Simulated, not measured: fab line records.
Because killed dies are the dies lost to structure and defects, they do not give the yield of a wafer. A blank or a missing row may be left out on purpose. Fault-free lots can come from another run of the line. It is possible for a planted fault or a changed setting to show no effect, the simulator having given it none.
Which of the tools did it? | flow nand_harc | 24 lots with 72 wafers sampled at 3 steps, on a route of 1159 steps

== WHAT THE GAUGES SHOWED, per wafer ==
NHARC_A_SGD_CUT_INSPECT_11. Usual: raw_defect_count 16, standard deviation 8.1.
lot  | measured     | on                | raw_defect_count | flag
L074 | day 14 04:20 | defect_inspect-01 | 5 16 13          |
L075 | day 14 05:38 | defect_inspect-01 | 13 10 11         |
L076 | day 14 10:03 | defect_inspect-01 | 4 7 9            |
L077 | day 14 17:15 | defect_inspect-01 | 18 21 16         |
L078 | day 14 23:27 | defect_inspect-01 | 9 5 13           |
L081 | day 15 17:49 | defect_inspect-02 | 13 10 16         |
L080 | day 15 17:59 | defect_inspect-01 | 24 20 23         |
L084 | day 16 03:24 | defect_inspect-02 | 17 29 21         |
L082 | day 16 04:02 | defect_inspect-01 | 15 12 14         |
L083 | day 16 04:11 | defect_inspect-01 | 13 12 17         |
L079 | day 16 06:10 | defect_inspect-01 | 26 25 11         |
L086 | day 16 14:28 | defect_inspect-01 | 14 7 10          |
L088 | day 16 14:58 | defect_inspect-02 | 26 25 25         |
L087 | day 17 00:23 | defect_inspect-02 | 13 13 14         |
L085 | day 17 00:32 | defect_inspect-02 | 21 32 31         |
L089 | day 17 14:20 | defect_inspect-01 | 4 6 7            |
L091 | day 17 21:30 | defect_inspect-01 | 37 25 26         |
L090 | day 17 21:46 | defect_inspect-02 | 10 11 13         |
L092 | day 18 02:48 | defect_inspect-01 | 6 12 7           |
L093 | day 18 08:44 | defect_inspect-02 | 21 30 21         |
L095 | day 18 13:06 | defect_inspect-02 | 34 28 31         |
L094 | day 18 13:40 | defect_inspect-02 | 9 19 11          |
L096 | day 19 09:50 | defect_inspect-02 | 10 14 16         |
L097 | day 20 01:22 | defect_inspect-02 | 10 16 12         |

NHARC_A_SGD_CUT_THK_MEAS_22: measures by ellipsometry. Usual: thk_nm 148.4 nm, standard deviation 1.4.
lot  | measured     | on            | thk_nm (nm)       | flag
L074 | day 14 12:53 | film_metro-01 | 149.1 150.0 147.3 |
L075 | day 14 12:53 | film_metro-02 | 148.6 147.6 145.5 |
L076 | day 14 16:12 | film_metro-01 | 149.5 146.8 146.0 |
L077 | day 15 00:28 | film_metro-01 | 148.2 148.2 146.9 |
L078 | day 15 06:10 | film_metro-02 | 149.0 148.3 149.5 |
L081 | day 15 23:59 | film_metro-01 | 148.4 148.0 147.4 |
L080 | day 16 00:01 | film_metro-01 | 147.8 145.5 149.9 |
L084 | day 16 09:41 | film_metro-01 | 150.1 151.2 149.3 |
L082 | day 16 09:41 | film_metro-02 | 147.8 147.8 148.2 |
L083 | day 16 09:50 | film_metro-02 | 146.5 148.8 149.6 |
L079 | day 16 09:41 | film_metro-02 | 149.0 148.8 147.4 |
L086 | day 16 20:28 | film_metro-02 | 148.8 149.2 150.2 |
L088 | day 16 20:29 | film_metro-01 | 148.8 147.2 148.3 |
L087 | day 17 06:53 | film_metro-02 | 148.9 146.1 146.7 |
L085 | day 17 06:55 | film_metro-02 | 147.4 147.5 149.3 |
L089 | day 17 21:58 | film_metro-02 | 148.3 148.5 151.2 |
L091 | day 18 03:17 | film_metro-01 | 146.0 143.8 147.1 |
L090 | day 18 03:16 | film_metro-02 | 150.0 147.1 148.7 |
L092 | day 18 08:35 | film_metro-01 | 145.8 149.4 148.6 |
L093 | day 18 14:45 | film_metro-01 | 147.6 149.7 147.1 |
L095 | day 18 19:05 | film_metro-02 | 149.8 148.6 149.1 |
L094 | day 18 19:05 | film_metro-02 | 150.4 148.9 148.0 |
L096 | day 19 15:28 | film_metro-02 | 148.7 147.2 147.6 |
L097 | day 20 11:50 | film_metro-01 | 147.6 149.7 148.8 |

== EACH LOT AND THE TOOL THAT RAN IT (in order: tool; ch and the chambers of the sampled wafers; start) ==
lot  | NHARC_A_SGD_CUT_CMP_21
L074 | cmp-04 ch 0,2,3, day 14 12:38
L075 | cmp-03 ch 0,2,3, day 14 12:39
L076 | cmp-03 ch 0,1, day 14 15:56
L077 | cmp-03 ch 0,2, day 15 00:14
L078 | cmp-02 ch 2,3, day 15 05:54
L081 | cmp-02 ch 0,1,2, day 15 23:46
L080 | cmp-03 ch 0,1,2, day 15 23:50
L084 | cmp-02 ch 0,1,2, day 16 09:29
L082 | cmp-03 ch 0,1,3, day 16 09:29
L083 | cmp-03 ch 2,3, day 16 09:34
L079 | cmp-04 ch 0,2,3, day 16 09:29
L086 | cmp-02 ch 0,1,3, day 16 20:13
L088 | cmp-03 ch 0,2,3, day 16 20:13
L087 | cmp-04 ch 1,2,3, day 17 06:38
L085 | cmp-02 ch 0,1,3, day 17 06:40
L089 | cmp-04 ch 0,1, day 17 21:43
L091 | cmp-03 ch 1,2,3, day 18 03:01
L090 | cmp-02 ch 0,2, day 18 03:02
L092 | cmp-03 ch 1,3, day 18 08:21
L093 | cmp-03 ch 0,2,3, day 18 14:30
L095 | cmp-04 ch 0,1,3, day 18 18:53
L094 | cmp-02 ch 1,2,3, day 18 18:53
L096 | cmp-03 ch 0,1,2, day 19 15:12
L097 | cmp-02 ch 0,1, day 20 11:37
- NHARC_A_SGD_CUT_CMP_21: polishes, target thk 148.19 nm.

== WHAT THE TOOLS THEMSELVES READ (means of the sampled wafers that have a number; where no wafer has one, the mark that the record gives instead) ==
NHARC_A_SGD_CUT_CMP_21. Usual: motor_current_A 12.2 A, standard deviation 1; time_to_endpoint_s 50.1 s, standard deviation 2.8.
lot  | tool   | motor_current_A (A) | time_to_endpoint_s (s) | flag
L074 | cmp-04 | 12.2                | 49.3                   |
L075 | cmp-03 | 12.7                | 47.4                   |
L076 | cmp-03 | 12.0                | 49.9                   |
L077 | cmp-03 | 12.2                | 53.0                   |
L078 | cmp-02 | 12.1                | 52.4                   |
L081 | cmp-02 | 12.4                | 53.7                   |
L080 | cmp-03 | 12.2                | 48.8                   |
L084 | cmp-02 | 12.0                | 54.2                   |
L082 | cmp-03 | 12.7                | 47.7                   |
L083 | cmp-03 | 12.6                | 51.3                   |
L079 | cmp-04 | 12.3                | 48.8                   |
L086 | cmp-02 | 11.1                | 50.9                   |
L088 | cmp-03 | 13.0                | 48.8                   |
L087 | cmp-04 | 12.5                | 51.9                   |
L085 | cmp-02 | 11.2                | 49.9                   |
L089 | cmp-04 | 11.9                | 53.9                   |
L091 | cmp-03 | 12.6                | 44.8                   |
L090 | cmp-02 | 12.1                | 48.8                   |
L092 | cmp-03 | 12.6                | 50.2                   |
L093 | cmp-03 | 13.1                | 52.2                   |
L095 | cmp-04 | 11.8                | 48.3                   |
L094 | cmp-02 | 11.5                | 48.7                   |
L096 | cmp-03 | 12.6                | 50.1                   |
L097 | cmp-02 | 11.3                | 48.8                   |

== THE ANSWER, worked out from the rows above alone ==
Rule: take the mean of a lot's wafers that have a number; if it is more than 3 standard deviations from the usual mean, the lot is off. Also off: a lot with no number at a reading for which 4 or more lots have one. The other lots that the step has rows for count as sound. The gauges are gone through in route order, then the tools' own readings, and for those a lot's mean is taken as printed above. At the first step where some lot is off, the reading lying furthest off is the one used; lots without a number count as furthest.
No lot is off on any of the readings shown, so nothing can be concluded from this.

== WHAT THE SIMULATOR HAD PUT IN ==
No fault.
